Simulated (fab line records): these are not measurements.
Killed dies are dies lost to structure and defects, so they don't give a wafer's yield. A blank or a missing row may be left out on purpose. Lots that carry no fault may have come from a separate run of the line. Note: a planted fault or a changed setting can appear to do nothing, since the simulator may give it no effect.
Split-lot experiment ; flow n5 finfet ; 21 wafers read from 7 lots, route of 1938 steps

SPLIT DETAILS
At N5_BEOL_M1_ETCH_64 (etches SOC in N2/H2, target depth 75 nm, overetch 15 nm, time 112.5 s), the setting source w was moved away from the recipe's 840 W on 6 of the 21 wafers read, by -9.2% to +17.6%. This setting was run at the recipe's value on the other wafers.

The split's own step is where the reading is taken.

THE READING
rf vpp V, in V, at N5_BEOL_M1_ETCH_64 (etches SOC in N2/H2, target depth 75 nm, overetch 15 nm, time 112.5 s). Fault-free wafers of this fab line usually give 524.8 V, standard deviation 1.9 V.

wafer;tool, chamber at the split;source w as run, W;against the recipe;rf vpp V, V;against lot-mates on the recipe
L074.3;rie diel-03, 0;949.3;+13.0%;503.8;-20.4
L074.4;rie diel-03, 3;840;recipe;524.2;-
L074.6;rie diel-03, 3;949.3;+13.0%;503.2;-21.0
L076.1;rie diel-05, 0;840;recipe;526.2;-
L076.2;rie diel-05, 1;885.3;+5.4%;513.3;-12.8
L076.6;rie diel-05, 0;840;recipe;525.9;-
L078.1;rie diel-06, 2;840;recipe;524.6;-
L078.3;rie diel-06, 1;840;recipe;526.2;-
L078.5;rie diel-06, 0;840;recipe;526.6;-
L086.3;rie diel-06, 0;840;recipe;526.6;-
L086.4;rie diel-06, 2;840;recipe;523.0;-
L086.5;rie diel-06, 1;840;recipe;525.1;-
L093.4;rie diel-05, 1;840;recipe;523.2;-
L093.5;rie diel-05, 0;896.6;+6.7%;513.8;-9.9
L093.6;rie diel-05, 3;840;recipe;524.1;-
L095.4;rie diel-06, 3;840;recipe;523.7;-
L095.5;rie diel-06, 1;987.6;+17.6%;496.5;-26.8
L095.6;rie diel-06, 2;840;recipe;522.9;-
L097.1;rie diel-06, 1;840;recipe;526.0;-
L097.3;rie diel-06, 0;840;recipe;527.3;-
L097.6;rie diel-06, 0;762.7;-9.2%;543.5;+16.9

THE FIT
A straight line over all 21 wafers: rf vpp V changes by -1.71 V for each +1% of source w; r = -0.99; the points scatter about the line by 1.6 V.
The same after taking each lot's own level away (the mean of its wafers on the recipe; 21 wafers): -1.61 V for each +1%; r = -0.99; scatter 1.3 V.
According to that fit, moving source w by its largest amount changes the reading by 28 V.
Across the lots, their own levels run from 523.30 to 526.65 V, a range of 1.8 times the standard deviation given above.
The two slopes agree, so the slope changes little with the lot-to-lot level.
Check: for one of the wafers moved furthest among these (+17.6%), held out of the fit, the line's prediction against its lot-mates is -29.3 V. It came out at -26.8 V against them.
Tool readings at the split's step, against how far the setting was moved: rf vpp V r = -0.99.

OTHER SPLITS ON THESE WAFERS
Note: prior to the reading, these wafers also went through further splits. Each is held against what the fit with the lots' levels taken away leaves over:
other split on the same wafers;wafers away from the commonest value;r with rf vpp V (lot level and that fit taken away)
N5_SDB_COAT_03 spin rpm;8;-0.13
N5_SDB_COAT_05 spin rpm;5;-0.51
N5_HKMG_FIN_COAT_06 spin rpm;6;-0.01
N5_MOL_CONTACT_COAG_ALD_133 ald cycles;7;-0.11
N5_BEOL_M0_SAQP_ETCH_106 target depth a;7;-0.11
N5_BEOL_M0_SAQP_SPACER2_ALD_26 target thk a;7;-0.11
N5_BEOL_M0_ETCH_128 source w;4;-0.03
N5_BEOL_M0_ETCH_109 bias w;9;-0.11

THE FILE'S OWN FIT
rf vpp V changes by -1.62 V for each +1% of source w, r = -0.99.
